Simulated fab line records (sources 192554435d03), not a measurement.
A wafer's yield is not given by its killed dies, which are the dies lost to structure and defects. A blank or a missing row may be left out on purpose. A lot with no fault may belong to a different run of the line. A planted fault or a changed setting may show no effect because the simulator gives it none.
Chamber matching || flow n5_finfet || N5_GATE_CUT_SAC_CAP_01 on ald_sin-01: 4 sister chambers
The step material SiNx, target thk 24 nm, pulse time 1 s, ald cycles 480. 18 wafers are shown with their chamber, then 9 later ones without.

WAFERS PAIRED WITH THEIR CHAMBERS
{"wafer": "L075.1", "chamber": 1, "heater_power_w (W)": 761, "precursor_pulse_height_rel": 0.972}
{"wafer": "L075.5", "chamber": 3, "heater_power_w (W)": 766, "precursor_pulse_height_rel": 0.984}
{"wafer": "L075.6", "chamber": 0, "heater_power_w (W)": 860, "precursor_pulse_height_rel": 1.007}
{"wafer": "L077.2", "chamber": 1, "heater_power_w (W)": 757, "precursor_pulse_height_rel": 0.993}
{"wafer": "L077.5", "chamber": 2, "heater_power_w (W)": 916, "precursor_pulse_height_rel": 1.017}
{"wafer": "L077.6", "chamber": 1, "heater_power_w (W)": 761, "precursor_pulse_height_rel": 0.987}
{"wafer": "L081.1", "chamber": 2, "heater_power_w (W)": 941, "precursor_pulse_height_rel": 0.995}
{"wafer": "L081.4", "chamber": 1, "heater_power_w (W)": 762, "precursor_pulse_height_rel": 1.015}
{"wafer": "L081.6", "chamber": 2, "heater_power_w (W)": 881, "precursor_pulse_height_rel": 0.965}
{"wafer": "L083.2", "chamber": 0, "heater_power_w (W)": 843, "precursor_pulse_height_rel": 0.956}
{"wafer": "L083.5", "chamber": 3, "heater_power_w (W)": 759, "precursor_pulse_height_rel": 1.033}
{"wafer": "L083.6", "chamber": 2, "heater_power_w (W)": 904, "precursor_pulse_height_rel": 1.002}
{"wafer": "L085.2", "chamber": 2, "heater_power_w (W)": 920, "precursor_pulse_height_rel": 0.987}
{"wafer": "L085.3", "chamber": 1, "heater_power_w (W)": 761, "precursor_pulse_height_rel": 1.004}
{"wafer": "L085.5", "chamber": 2, "heater_power_w (W)": 890, "precursor_pulse_height_rel": 0.974}
{"wafer": "L089.1", "chamber": 0, "heater_power_w (W)": 865, "precursor_pulse_height_rel": 0.991}
{"wafer": "L089.2", "chamber": 2, "heater_power_w (W)": 913, "precursor_pulse_height_rel": 1.004}
{"wafer": "L089.5", "chamber": 2, "heater_power_w (W)": 935, "precursor_pulse_height_rel": 1.017}

SIGNATURES (averages over the wafers above)
{"reading": "heater_power_w", "chamber 0": 856.00, "chamber 1": 760.40, "chamber 2": 912.50, "chamber 3": 762.50, "scatter within a chamber": 15.3}
{"reading": "precursor_pulse_height_rel", "chamber 0": 0.98467, "chamber 1": 0.99420, "chamber 2": 0.99512, "chamber 3": 1.00850, "scatter within a chamber": 0.0209}
Rule: a wafer lies at a distance from a chamber equal to the root of the sum of squares, over the readings, of (its reading less the chamber's mean, divided by the reading's scatter). If the next closest chamber is less than 2 further off than the closest, the wafer can't be placed; otherwise it belongs to the closest. The scatter: take each reading less its chamber's mean, square it, sum over the shown wafers, divide by the number of wafers less the number of chambers, and take the root.

WAFERS WITH NO CHAMBER GIVEN
{"wafer": "L094.2", "heater_power_w (W)": 888, "precursor_pulse_height_rel": 0.991}
{"wafer": "L094.4", "heater_power_w (W)": 820, "precursor_pulse_height_rel": 0.988}
{"wafer": "L094.5", "heater_power_w (W)": 883, "precursor_pulse_height_rel": 1.014}
{"wafer": "L096.2", "heater_power_w (W)": 818, "precursor_pulse_height_rel": 0.981}
{"wafer": "L096.3", "heater_power_w (W)": 770, "precursor_pulse_height_rel": 1.042}
{"wafer": "L096.6", "heater_power_w (W)": 890, "precursor_pulse_height_rel": 0.970}
{"wafer": "L097.1", "heater_power_w (W)": 789, "precursor_pulse_height_rel": 0.989}
{"wafer": "L097.5", "heater_power_w (W)": 853, "precursor_pulse_height_rel": 0.998}
{"wafer": "L097.6", "heater_power_w (W)": 768, "precursor_pulse_height_rel": 0.996}

WHICH CHAMBER EACH WENT THROUGH
{"wafer": "L094.2", "from the rows above": "can't be placed: 2 or 0", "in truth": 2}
{"wafer": "L094.4", "from the rows above": "can't be placed: 0 or 3 or 1", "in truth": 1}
{"wafer": "L094.5", "from the rows above": "can't be placed: 2 or 0", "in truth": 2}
{"wafer": "L096.2", "from the rows above": "can't be placed: 0 or 1 or 3", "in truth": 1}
{"wafer": "L096.3", "from the rows above": "can't be placed: 3 or 1", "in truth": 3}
{"wafer": "L096.6", "from the rows above": "can't be placed: 2 or 0", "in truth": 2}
{"wafer": "L097.1", "from the rows above": "can't be placed: 1 or 3", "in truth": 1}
{"wafer": "L097.5", "from the rows above": 0, "in truth": 0}
{"wafer": "L097.6", "from the rows above": "can't be placed: 1 or 3", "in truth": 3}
Correct placement for 1 of the 9. Can't be placed from these rows: 8 (the true chamber is among the candidates in 8). 0 placed wrongly.
